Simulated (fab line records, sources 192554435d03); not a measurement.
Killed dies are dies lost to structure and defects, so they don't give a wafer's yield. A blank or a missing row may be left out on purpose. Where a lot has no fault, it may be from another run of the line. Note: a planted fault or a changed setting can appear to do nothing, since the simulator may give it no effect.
A lot that was struck, set against a sound lot    flow n5Finfet    22 out of 1938 route steps
Sound: the wafers L134.1, L134.4, L134.5. Struck: wafer L120.5 (left out: L120.2, L120.4 of the same lot, which were not struck); the cause appears at the end.
Order at every step that has rows: each side's tool, ch and its chambers, its first start. Under that, the readings that differ: sound wafers    struck wafers    difference of the means    sigmas: that difference in standard deviations of wafers without a fault.
alike: readings whose means differ by less than 2 such deviations, and words and numbers that are the same on both sides. not compared: withheld readings, readings that some wafer has no value for, bounds like >300 that may hide the same value, and numbers for which the record gives no deviation and whose values overlap.
The two part at a step that has a row with sigmas, a row that says differs or no value, or rows on one side only. Numbers that have no deviation but don't overlap get no sigmas and don't part them. A reading that every wafer of one side lacks parts them only if that side has two wafers or more.

N5_MIM_BOT_ETCH_ETCH_03: etches the open film in Cl2/BCl3, target depth 12 nm.
  sound on rieMetal-01 ch 0,1, day 17 04:40; struck on rieMetal-02 ch 0, day 14 02:41
reading                   sound        struck  difference  sigmas
drypumpMotorCurrentA (A)  6.1 6.1 5.7  4.9     -1.1        -3
  alike: mfcCl2Sccm, oesProductAu, throttleValvePct
  not compared: rfHoursCounterH
N5_MIM_BOT_ETCH_ETCH_00: etches TiN in Cl2/BCl3, target depth 45.5 nm.
  sound on rieMetal-01 ch 0,1, day 17 04:46; struck on rieMetal-02 ch 0, day 14 02:47
reading                   sound           struck  difference  sigmas
drypumpMotorCurrentA (A)  6.1 6.1 5.7     4.9     -1.1        -3
oes_ar_750_au (a.u.)      0.89 0.88 0.83  0.66    -0.21       -2
  alike: mfcCl2Sccm, oesProductAu, throttleValvePct
  not compared: rfHoursCounterH
N5_MIM_BOT_ETCH_STRIP_01: strips in O2.
  sound on rieDiel-01 ch 0,2, day 17 04:54; struck on rieDiel-01 ch 3, day 14 02:57
reading               sound              struck  difference  sigmas
throttleValvePct (%)  16.85 16.78 16.77  16.26   -0.54       -2
  alike: drypumpMotorCurrentA, oesProductAu, rfVppV, showerheadPlenumPTorr
  not compared: rfHoursCounterH
then, 4 steps without rows for these wafers: N5_MIM_BOT_ETCH_STRIP_02 (strips in post etch residue remover, time 1200 s); N5_MIM_BOT_ETCH_CLEAN_05 (cleans in IPA, time 180 s); N5_MIM_BOT_ETCH_SRD_06 (time 30 s); N5_PASSIVATION_PECVD_55 (deposits SiO2 from SiH4/N2O, target thk 400 nm, time 22.5 s).
N5_PASSIVATION_PECVD_01: deposits SiNx from SiH4/NH3/N2, target thk 200 nm, time 43.2 s.
  sound on pecvd-01 ch 0,1,2, day 17 05:55; struck on pecvd-01 ch 0, day 14 03:29
  alike: heaterPowerW, showerheadPlenumPTorr, showerheadVppV, throttleValvePct
then, 4 steps without rows for these wafers: N5_PASSIVATION_HMDS_03 (time 60 s); N5_PASSIVATION_COAT_04; N5_PASSIVATION_EBR_06; N5_PASSIVATION_SOFTBAKE_05 (time 90 s).
N5_PASSIVATION_EXPOSE_07: exposes mask TV, defocus 0 nm, target cd 3000 nm.
  sound on krfScanner-01 ch 0, day 17 08:14; struck on krfScanner-01 ch 0, day 14 03:56
  alike: mask
then, 3 steps without rows for these wafers: N5_PASSIVATION_PEB_08; N5_PASSIVATION_DEVELOP_09 (develop time 60 s); N5_PASSIVATION_HARDBAKE_11 (time 120 s).
N5_PASSIVATION_CD_MEAS_10 targets a cd of 3000 nm.
  sound on cdSem-02 ch 0, day 17 08:25; struck on cdSem-02 ch 0, day 14 04:07
reading    sound                 struck  difference  sigmas
cdNm (nm)  2999.0 2998.1 2999.8  3026.2  +27.2       +13
N5_PASSIVATION_OVL_MEAS_60:
  sound on overlay-02 ch 0, day 17 08:27; struck on overlay-02 ch 0, day 14 04:08
  alike: TV_OVL
N5_PASSIVATION_INSPECT_61: inspects for defects (macro).
  sound on defectInspect-01, day 17 08:28; struck on defectInspect-01, day 14 04:10
reading         sound  struck  difference  sigmas
rawDefectCount  1 4 4  0       -3          -2
N5_PASSIVATION_DESCUM_12: chemistry O2, time 7.9 s.
  sound on rieDiel-05 ch 0,2,3, day 17 08:31; struck on rieDiel-03 ch 2, day 14 04:22
reading                   sound           struck  difference  sigmas
model.TV_LITHO.cdNm (nm)  2999 2998 3000  3026    +27         
  alike: biasPowerW, drypumpMotorCurrentA, oesProductAu, rfVppV, showerheadPlenumPTorr, throttleValvePct
  not compared: rfHoursCounterH
N5_PASSIVATION_PASS_ETCH_74: etches SiNx in CF4/O2, target depth 220 nm, time 110 s.
  sound on rieDiel-05 ch 0,2,3, day 17 08:34; struck on rieDiel-03 ch 2, day 14 04:25
  alike: drypumpMotorCurrentA, oes_ar_750_au, oes_f_703_au, oesProductAu, rfVppV, showerheadPlenumPTorr, throttleValvePct
  not compared: rfHoursCounterH
N5_PASSIVATION_PROBE_49:
  rows exist in the record for the struck wafers here (prober-01, day 14 11:31), but not for the sound ones

== WHERE THEY PART ==
Earliest at N5_MIM_BOT_ETCH_ETCH_03; latest, in this record, at N5_PASSIVATION_PROBE_49.

WHY: what the simulator had put in
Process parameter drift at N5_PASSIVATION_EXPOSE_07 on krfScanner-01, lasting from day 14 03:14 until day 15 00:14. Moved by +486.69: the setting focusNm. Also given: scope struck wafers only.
